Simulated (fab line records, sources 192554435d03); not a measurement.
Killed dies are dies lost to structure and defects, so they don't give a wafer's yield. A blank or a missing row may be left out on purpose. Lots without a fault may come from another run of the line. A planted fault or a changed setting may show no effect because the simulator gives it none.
Problem report in the 8D (eight disciplines) form, filled by code | flow n5_finfet | the parts of the form that need people (team, actions taken, sign-off) are left out

1. THE PROBLEM
raw_defect_count at N5_MOL_CONTACT_COAG_INSPECT_42 reads a mean of 1688 on 2 wafers of 2 lots; wafers without a fault read 195 with a standard deviation of 51. That is +29 standard deviations from the usual mean.
The step: inspects for defects (brightfield).
First seen on wafer L479.1, day 7 06:25, on defect_inspect-02. The record holds 24 wafers of 8 lots with a number at this step. Rule for "out", or "out of limits": more than 4 standard deviations from the usual mean. The other wafers with a number count as sound.

2. WHAT IT IS AND WHAT IT IS NOT
question                    | is                                   | is not
which readings at this step | raw_defect_count                     | -
which lots                  | L479, L484                           | L473, L474, L485, L487, L491, L494
which wafers of those lots  | L479.1, L484.1                       | L479.2, L479.6, L484.5, L484.6
read on which gauges        | defect_inspect-01, defect_inspect-02 | -
when                        | from day 7 06:25                     | up to then (8 sound wafers); but 14 sound wafers of L484, L485, L487, L491, L494 came after

3. SUSPECTS, AND WHAT RULES EACH OUT
Counting: a tool at a process step up to the reading stays a suspect if it ran every lot that is out. Sound lots after the first of them don't rule it out here, since some wafers of a struck lot are sound.
- the gauge at N5_MOL_CONTACT_COAG_INSPECT_42: ruled out. The wafers that are out were read on 2 gauges (defect_inspect-01, defect_inspect-02).
- wet_bench-06 at N5_MOL_CONTACT_COAG_PRECLEAN_144 (cleans in alkaline clean, time 60 s): kept. It ran every lot that is out, first L479 (day 7 05:50).
Left after counting: wet_bench-06 at N5_MOL_CONTACT_COAG_PRECLEAN_144.

4. THE CAUSE (what the simulator had put in)
Chamber particle source: wet_bench-06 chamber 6, from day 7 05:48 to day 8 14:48, at N5_MOL_CONTACT_COAG_PRECLEAN_144. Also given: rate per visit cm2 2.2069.
Counting left only this tool.

5. THE CHAIN OF EFFECTS, in route order
Each row: a reading whose mean over the struck wafers that have a number lies more than 3 standard deviations from the usual. Only readings for which the record gives a usual standard deviation are gone through. hours: the time from each lot's start at the first step in this table that gives one to its start at this step, as a median over the lots. sigmas: the change in usual standard deviations.
hours | step                           | reading              | usual  | on struck wafers | change | sigmas
0     | N5_MOL_CONTACT_COAG_INSPECT_42 | raw_defect_count     | 195    | 1688             | +1493  | +29
202   | N5_PASSIVATION_PROBE_49        | defect_limited_yield | 91.0 % | 77.2             | -13.8  | -9.2
202   | N5_PASSIVATION_PROBE_49        | killed_at_contacts   | 13     | 170              | +158   | +26
202   | N5_PASSIVATION_PROBE_49        | killed_dies          | 106    | 268              | +162   | +9.6
202   | N5_PASSIVATION_PROBE_49        | sort_bin_5_function  | 5.3 %  | 13.2             | +8.0   | +7.9
202   | N5_PASSIVATION_PROBE_49        | sort_n_pass          | 1074   | 912              | -162   | -9.6
202   | N5_PASSIVATION_PROBE_49        | sort_yield_pct       | 91.0 % | 77.2             | -13.8  | -9.2
The process steps in it:
- N5_PASSIVATION_PROBE_49
Later measuring or inspecting steps at which every struck wafer that the step has a row for has a number for every such reading, and none has moved that far: N5_BEOL_M4_RC_MEAS_101.

6. WHAT WOULD HAVE CAUGHT IT SOONER
In this record the first reading out of limits at a measuring or inspecting step was taken at day 7 06:25, 1 hour after the fault began at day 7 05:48.
Of the lots that are out (2), L484 began N5_MOL_CONTACT_COAG_PRECLEAN_144 on wet_bench-06 after day 7 06:25. A hold on the tool at that time would have spared it.
